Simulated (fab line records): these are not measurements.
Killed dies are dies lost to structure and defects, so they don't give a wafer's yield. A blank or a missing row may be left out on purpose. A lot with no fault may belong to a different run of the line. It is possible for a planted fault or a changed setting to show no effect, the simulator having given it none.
Struck lot and sound lot, side by side	flow n5Finfet	34 steps out of a route of 1938
Sound: wafers L730.1, L730.3, L730.4. Struck: wafers L740.3, L740.4. (L740.2 of the same lot was not struck and is left out.) The cause comes at the end.
Per side, at each step with rows, come the tool, then ch with its chambers, and then its first start. Under that, the readings that differ: sound wafers	struck wafers	difference of the means	sigmas: that difference in standard deviations of wafers without a fault.
alike: a reading whose means differ by less than 2 such deviations, as well as words and numbers matching on both sides. not compared: withheld readings; readings where some wafer has no value; bounds like >300 that might hide an equal value; numbers whose values overlap and for which the record gives no deviation.
The two part at a step that has a row with sigmas, a row that says differs or no value, or rows on one side only. Numbers that don't overlap but have no deviation are shown without sigmas and don't part them. A reading that every wafer of one side lacks parts them only if that side has two wafers or more.

first, 9 steps without rows for these wafers: N5_SD_EPI_P_DEVELOP_08 (develop time 30 s); N5_SD_EPI_P_DESCUM_14 (chemistry O2, time 7.9 s); N5_SD_EPI_P_ETCH_36 (etches SiARC in CF4, target depth 45.5 nm, time 75.8 s); N5_SD_EPI_P_ETCH_37 (etches SOC in N2/H2, overetch 108 nm, time 486 s); N5_SD_EPI_P_STRIP_38 (strips in N2/H2); N5_SD_EPI_P_ETCHBACK_46 (etches SiNx in CH3F/O2, stops on SiO2, target depth 17.5 nm); N5_SD_EPI_P_ETCH_47 (etches SiOCN in CH3F/O2, target depth 25 nm); N5_SD_EPI_P_ETCH_16 (etches SiO2 in CHF3/O2, target depth 5 nm); N5_SD_EPI_P_STRIP_50 (strips in CHF3/O2).
N5_SD_EPI_P_SD_RECESS_17: chemistry HBr/Cl2/O2, target depth 39.1 nm, bt time 3 s.
  sound on rieSi-02 ch 0,1,2, day 5 01:58; struck on rieSi-02 ch 0,2, day 7 14:35
reading	sound	struck	difference	sigmas
model.SD_EPI_P.featureDepthNm (nm)	38.8 39 38.6	30.4 30.4	-8.4	
model.etch.depthNm (nm)	38.79 39.09 38.64	30.35 30.49	-8.42	
  alike: drypumpMotorCurrentA, oesProductAu, throttleValvePct
  not compared: rfHoursCounterH
then, 22 steps without rows for these wafers: N5_SD_EPI_P_WET_ETCH_45 (etches SiO2 in dHF, time 10.7 s, target depth 2 nm, rinse time 30 s); N5_SD_EPI_P_STRIP_40 (strips in N2/H2); N5_SD_EPI_P_PRECLEAN_52 (cleans in O3/DIW, time 60 s); N5_SD_EPI_P_SRD_20 (time 30 s); N5_SD_EPI_P_PRECLEAN_51 (cleans in NF3:NH3, afs cycles 1, time 20 s, sublimation time 60 s); N5_SD_EPI_P_VAPOR_ETCH_44 (etches SiGe30 in NF3/Ar, time 3.3 s); N5_SD_EPI_P_EPI_21 (deposits SiGe:B, time 355 s); N5_SD_EPI_P_HM_STRIP_48 (strips SiNx in H3PO4, material SiNx, target depth 3 nm); N5_SD_EPI_P_SRD_49 (time 30 s); N5_SD_EPI_P_PRECLEAN_24 (cleans in O3/DIW, time 45 s); N5_SD_EPI_P_PRECLEAN_32 (cleans in dHF, time 10 s); N5_SD_EPI_P_PRECLEAN_33 (cleans in SC2, time 45 s); N5_SD_EPI_P_SRD_25 (time 30 s); N5_SD_ACTIVATION_RTA_00 (time 0 s); N5_SD_ACTIVATION_LSA_01 (time 0.0008 s); N5_ILD0_LINER_00 (material SiNx, target thk 4 nm, pulse time 1 s, purge time 2 s); N5_ILD0_FCVD_FILL_01 (material SiO2 flowable, target thk 200 nm, time 328.3 s); N5_ILD0_CURE_02 (time 1800 s); N5_ILD0_CMP_03 (polishes, stops on SiNx, t overpolish 1.9 s, target thk 197.38 nm); N5_ILD0_CMP_07 (polishes SiO2 flowable, stops on poly-Si, t overpolish 1.18 s, target thk 138.88 nm); N5_ILD0_PRECLEAN_10 (cleans in NF3:NH3, afs cycles 5, time 20 s, sublimation time 60 s); N5_ILD0_ALD_15 (deposits SiNx, target thk 24 nm, pulse time 1 s, ald cycles 480).
-- the record jumps here: 5 days lie between the struck wafers' starts before and after (it left off in module ILD0 and takes up again in module BEOL_M4, whose first step shown is number 1111 of the route) --
N5_BEOL_M4_RC_MEAS_101:
  sound on prober-02 ch 0, day 10 00:52; struck on prober-01 ch 0, day 12 17:48
reading	sound	struck	difference	sigmas
CJ_P	5.70 6.07 5.60	3.95 4.02	-1.81	-8
DIBL_P (mV/V)	39.4 40.0 38.1	34.6 34.4	-4.7	-2
IOFF_P (nA/um)	0.31 0.31 0.28	0.18 0.18	-0.12	-3
ION_P (uA/um)	484 490 473	424 434	-53	-7
REXT_P (ohm.um)	101.6 102.0 104.4	109.5 110.4	+7.3	+3
VT_P (mV)	-241.3 -240.8 -241.1	-254.5 -252.7	-12.5	-4
  alike: DIBL_N, IOFF_N, ION_N, SS_N, SS_P, VT_N
-- record jumps: 5 days separate the struck wafers' starts on either side; left off in module BEOL_M4, taken up again in module PASSIVATION, whose first shown step is the route's number 1936 --
N5_PASSIVATION_PROBE_49:
  sound on prober-01 at day 14 10:29; struck on prober-02 at day 17 13:50
reading	sound	struck	difference	sigmas
sort_bin_8_speed (%)	0 0 0	57.46 26.78	+42.12	+99 or more
sortNPass	1069 1088 1074	375 739	-520	-31
sortYieldPct (%)	90.6 92.2 91.0	31.8 62.6	-44.1	-29
  alike: defectLimitedYield, killed_at_M0_to_M3, killed_at_M4_up, killedAtContacts, killedAtFrontEnd, killedAtOther, killedDies, killedOpen, killedShort, sort_bin_5_function, sort_bin_6_memory

WHERE THEY PART
At N5_BEOL_M4_RC_MEAS_101 first; at N5_PASSIVATION_PROBE_49 last (within this record only).

WHY: whatever the simulator had introduced
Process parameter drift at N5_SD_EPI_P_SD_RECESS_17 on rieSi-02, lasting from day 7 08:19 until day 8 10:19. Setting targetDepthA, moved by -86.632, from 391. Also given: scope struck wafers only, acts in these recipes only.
